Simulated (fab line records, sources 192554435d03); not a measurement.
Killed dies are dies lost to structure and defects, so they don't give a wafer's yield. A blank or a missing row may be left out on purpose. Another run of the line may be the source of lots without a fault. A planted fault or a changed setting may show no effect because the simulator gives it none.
Split-lot study -- flow n5_finfet -- route with 1938 steps; 7 lots, 39 wafers read

== SPLIT DETAILS ==
At N5_PASSIVATION_ETCH_15 (etches SiCN in CF4/N2, target depth 75 nm, time 81.2 s), the setting target_depth_a was moved away from the recipe's 750 angstrom on 12 of the 39 wafers read, by -54.5% to +45.5%. The other wafers ran this setting at the recipe's value.

Reading taken at the split's own step.

== THE READING ==
etch.depth_nm (the simulator's own value, which no gauge read), in nm, at N5_PASSIVATION_ETCH_15 (etches SiCN in CF4/N2, target depth 75 nm, time 81.2 s). No usual value for it is given in the file. The 27 wafers here that ran the recipe average 64.24 nm, standard deviation 1.4 nm.

wafer,"tool, chamber at the split","target_depth_a as run, angstrom",against the recipe,"etch.depth_nm, nm",against lot-mates on the recipe
L074.1,"rie_diel-01, 0",1091,+45.5%,98.59,+34.20
L074.2,"rie_diel-01, 2",750,recipe,63.87,-
L074.3,"rie_diel-01, 1",750,recipe,65.07,-
L074.4,"rie_diel-01, 3",1091,+45.5%,94.36,+29.97
L074.5,"rie_diel-01, 0",1091,+45.5%,98.17,+33.78
L074.6,"rie_diel-01, 3",750,recipe,64.24,-
L078.1,"rie_diel-03, 1",750,recipe,62.8,-
L078.2,"rie_diel-03, 0",750,recipe,63.2,-
L078.3,"rie_diel-03, 2",750,recipe,63.3,-
L078.4,"rie_diel-03, 1",750,recipe,62.53,-
L078.5,"rie_diel-03, 0",750,recipe,62.61,-
L078.6,"rie_diel-03, 2",750,recipe,63.64,-
L082.2,"rie_diel-03, 1",750,recipe,62.97,-
L082.4,"rie_diel-03, 0",750,recipe,62.8,-
L082.5,"rie_diel-03, 2",750,recipe,63.71,-
L087.1,"rie_diel-01, 0",340.9,-54.5%,30.66,-33.42
L087.2,"rie_diel-01, 3",340.9,-54.5%,29.42,-34.66
L087.3,"rie_diel-01, 2",750,recipe,62.8,-
L087.4,"rie_diel-01, 1",750,recipe,64.7,-
L087.5,"rie_diel-01, 0",340.9,-54.5%,30.73,-33.35
L087.6,"rie_diel-01, 3",750,recipe,64.75,-
L091.1,"rie_diel-02, 2",750,recipe,66.05,-
L091.2,"rie_diel-02, 1",750,recipe,64.64,-
L091.3,"rie_diel-02, 3",750,recipe,65,-
L091.4,"rie_diel-02, 1",501.3,-33.2%,43,-22.23
L091.5,"rie_diel-02, 2",501.3,-33.2%,44.21,-21.02
L091.6,"rie_diel-02, 3",501.3,-33.2%,43.25,-21.98
L093.1,"rie_diel-01, 0",750,recipe,67.2,-
L093.2,"rie_diel-01, 1",750,recipe,64.85,-
L093.3,"rie_diel-01, 2",750,recipe,62.65,-
L093.4,"rie_diel-01, 1",750,recipe,65.1,-
L093.5,"rie_diel-01, 0",750,recipe,66.85,-
L093.6,"rie_diel-01, 2",750,recipe,62.19,-
L095.1,"rie_diel-01, 0",452.1,-39.7%,40.4,-25.25
L095.2,"rie_diel-01, 3",452.1,-39.7%,39.96,-25.69
L095.3,"rie_diel-01, 1",750,recipe,65.45,-
L095.4,"rie_diel-01, 1",750,recipe,65.47,-
L095.5,"rie_diel-01, 3",750,recipe,66.03,-
L095.6,"rie_diel-01, 0",452.1,-39.7%,40.58,-25.07

THE FIT
A straight line over all 39 wafers: etch.depth_nm changes by +0.652 nm for each +1% of target_depth_a; r = +0.99; the points scatter about the line by 1.7 nm.
The same after taking each lot's own level away (the mean of its wafers on the recipe; 39 wafers): +0.66 nm for each +1%; r = +1.00; scatter 1.4 nm.
Per that fit: largest target_depth_a move, reading shift of 36 nm.
The lots' own levels span 63.013 to 65.650 nm, that is 1.9 times the standard deviation above.
Consequently the slope shifts little with the lot-to-lot level, the two slopes agreeing.
Check: -35.9 nm against its lot-mates is what the line predicts for one of the wafers moved furthest among these (-54.5%) when that wafer is left out of the fit. It came out at -33.4 nm against them.

== THE OTHER SPLITS THESE WAFERS WENT THROUGH ==
Note: prior to the reading, these wafers also went through further splits. Each is held against what the fit with the lots' levels taken away leaves over:
other split on the same wafers,wafers away from the commonest value,r with etch.depth_nm (lot level and that fit taken away)
N5_BEOL_M10_TRENCH_ETCH_37 target_depth_a,9,-0.16
N5_BEOL_M11_ETCH_66 time_s,15,-0.20
N5_BEOL_M14_SPUTTER_44 target_thk_a,15,+0.18

== THE FILE'S OWN FIT ==
etch.depth_nm changes by +0.655 nm for each +1% of target_depth_a, r = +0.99.
